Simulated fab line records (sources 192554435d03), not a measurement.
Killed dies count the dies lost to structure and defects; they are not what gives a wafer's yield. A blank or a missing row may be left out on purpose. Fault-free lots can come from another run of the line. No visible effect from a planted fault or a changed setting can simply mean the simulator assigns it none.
A lot that was struck, set against a sound lot | flow n5Finfet | 38 out of 1938 route steps
Sound: the wafers L892.3, L892.5, L892.6. Wafers L889.1, L889.2, L889.6 were the ones struck. Last of all comes the cause.
Order at every step that has rows: each side's tool, ch and its chambers, its first start. Under that, the readings that differ: sound wafers | struck wafers | difference of the means | sigmas: that difference in standard deviations of wafers without a fault.
alike: readings with means less than 2 such deviations apart, plus words and numbers identical on both sides. not compared: withheld readings, readings lacking a value on some wafer, bounds such as >300 that could conceal the same value, and numbers that have no deviation in the record and whose values overlap.
The two part at a step that has a row with sigmas, a row that says differs or no value, or rows on one side only. Non-overlapping numbers with no deviation appear without sigmas and do not part them. Lack of a reading on every wafer of one side parts them only where that side has two or more wafers.

first, 9 steps without rows for these wafers: N5_BEOL_M1_ANNEAL_95 (time 240 s); N5_BEOL_M1_SPUTTER_96 (material Cu, target thk 4.5 nm, time 8.29 s); N5_BEOL_M1_ECD_50 (material Cu, target thk 300 nm); N5_BEOL_M1_ANNEAL_51 (time 90 s); N5_BEOL_M1_CMP_52 (polishes, stops on SiOC, t overpolish 6.8 s, target thk 40 nm); N5_BEOL_M1_PRE_CLEAN_60 (time 15 s); N5_BEOL_M1_CO_CAP_55 (material Co, precursor CCTBA/H2, target thk 2 nm, time 102.1 s); N5_BEOL_M1_PRE_CLEAN_56 (time 15 s); N5_BEOL_M1_DEP_57 (deposits SiCN from 3MS/NH3, target thk 8 nm, time 14 s).
N5_BEOL_M2_ILD_DEP_00: deposits SiOC from DEMS/O2, target thk 79 nm, time 15.3 s.
  sound on pecvd-03 ch 1,2, day 11 05:47; struck on pecvd-04 ch 0,2, day 10 17:32
  alike: heaterPowerW, showerheadPlenumPTorr, throttleValvePct
N5_BEOL_M2_THK_MEAS_01:
  struck on filmMetro-02, day 10 17:36; sound on filmMetro-01, day 11 05:51
reading         | sound          | struck            | difference | sigmas
M2_ILD_THK (nm) | 80.2 81.2 81.1 | 158.0 157.2 161.0 | +77.9      | +90
then, 24 steps without rows for these wafers: N5_BEOL_M2_PECVD_72 (deposits SiO2 from TEOS/O2, target thk 16 nm, time 18 s); N5_BEOL_M2_HM_DEP_02 (deposits TiN, target thk 20 nm); N5_BEOL_M2_COAT_61 (time 60 s, resist thk 60 nm); N5_BEOL_M2_COAT_62 (time 60 s, resist thk 12 nm); N5_BEOL_M2_COAT_73 (time 60 s, resist thk 5 nm); N5_BEOL_M2_COAT_05 (resist thk 30 nm); N5_BEOL_M2_EBR_07; N5_BEOL_M2_SOFTBAKE_06 (time 60 s); N5_BEOL_M2_EXPOSE_08 (exposes mask M2); N5_BEOL_M2_PEB_09 (peb time 60 s); N5_BEOL_M2_DEVELOP_10 (develop time 30 s); N5_BEOL_M2_DESCUM_16 (chemistry O2, time 7 s); N5_BEOL_M2_ETCH_74 (etches underlayer in N2/H2, target depth 6.5 nm, time 5.2 s); N5_BEOL_M2_ETCH_63 (etches SiARC in CF4, target depth 15.6 nm, time 26 s); N5_BEOL_M2_ETCH_64 (etches SOC in N2/H2, target depth 75 nm, overetch 22.5 nm, time 121.9 s); N5_BEOL_M2_STRIP_65 (strips in N2/H2); N5_BEOL_M2_STRIP_75 (strips in N2/H2); N5_BEOL_M2_STRIP_66 (strips in CF4); N5_BEOL_M2_HM_OPEN_17 (chemistry Cl2/BCl3, target TiN, target depth 20 nm, overetch 6 nm); N5_BEOL_M2_STRIP_19 (strips in O2); N5_BEOL_M2_COAT_67 (time 60 s, resist thk 60 nm); N5_BEOL_M2_COAT_68 (time 60 s, resist thk 12 nm); N5_BEOL_M2_COAT_76 (time 60 s, resist thk 5 nm); N5_BEOL_M2_COAT_22 (resist thk 30 nm).
N5_BEOL_M2_CMP_52: polishes, stops on SiOC, t overpolish 6.8 s, target thk 40 nm.
  sound on cmp-03 ch 1,2, day 12 07:16; struck on cmp-03 ch 0,1,2, day 12 02:35
reading                                     | sound        | struck        | difference | sigmas
model.SiOC_of_BEOL_M2_ILD_DEP_00.thkNm (nm) | 77.2 78.2 78 | 155 154.4 158 | +78        | 
  alike: barrierFieldEndpointS, headPressurePsi, motorCurrentA, overpolishRunS, slurryFilterDpKPa, timeToEndpointS
N5_BEOL_M4_RC_MEAS_101:
  the record has rows for the sound wafers here (prober-02 ch 0, day 13 17:47) and none for the struck ones
-- a jump in the record: the struck wafers' starts before and after are 6 days apart (it breaks off in module BEOL_M4 and resumes in module PASSIVATION, where the first step shown is number 1936 of the route) --
N5_PASSIVATION_PROBE_49:
  struck on prober-02, day 18 01:28; sound on prober-02, day 18 13:09
reading                 | sound          | struck         | difference | sigmas
defectLimitedYield (%)  | 91.3 92.5 92.0 | 0 0 0          | -92        | -61
killed_at_M0_to_M3      | 37 36 27       | 1110 1109 1122 | +1080      | +90
killedDies              | 103 89 94      | 1180 1180 1180 | +1085      | +64
killedOnRim             | 12 9 15        | 152 152 152    | +140       | +33
sort_bin_5_function (%) | 4.8 5.0 4.2    | 95.9 95.9 96.2 | +91.3      | +91
sortNPass               | 1077 1091 1086 | 0 0 0          | -1085      | -64
sortYieldPct (%)        | 91.3 92.5 92.0 | 0 0 0          | -92        | -61
  alike: killed_at_M4_up, killedAtContacts, killedAtFrontEnd, killedAtOther, killedOpen, killedShort, sort_bin_6_memory

WHERE THEY PART
Last at N5_PASSIVATION_PROBE_49 as far as this record goes, first at N5_BEOL_M2_THK_MEAS_01.

WHY: the cause the simulator had injected
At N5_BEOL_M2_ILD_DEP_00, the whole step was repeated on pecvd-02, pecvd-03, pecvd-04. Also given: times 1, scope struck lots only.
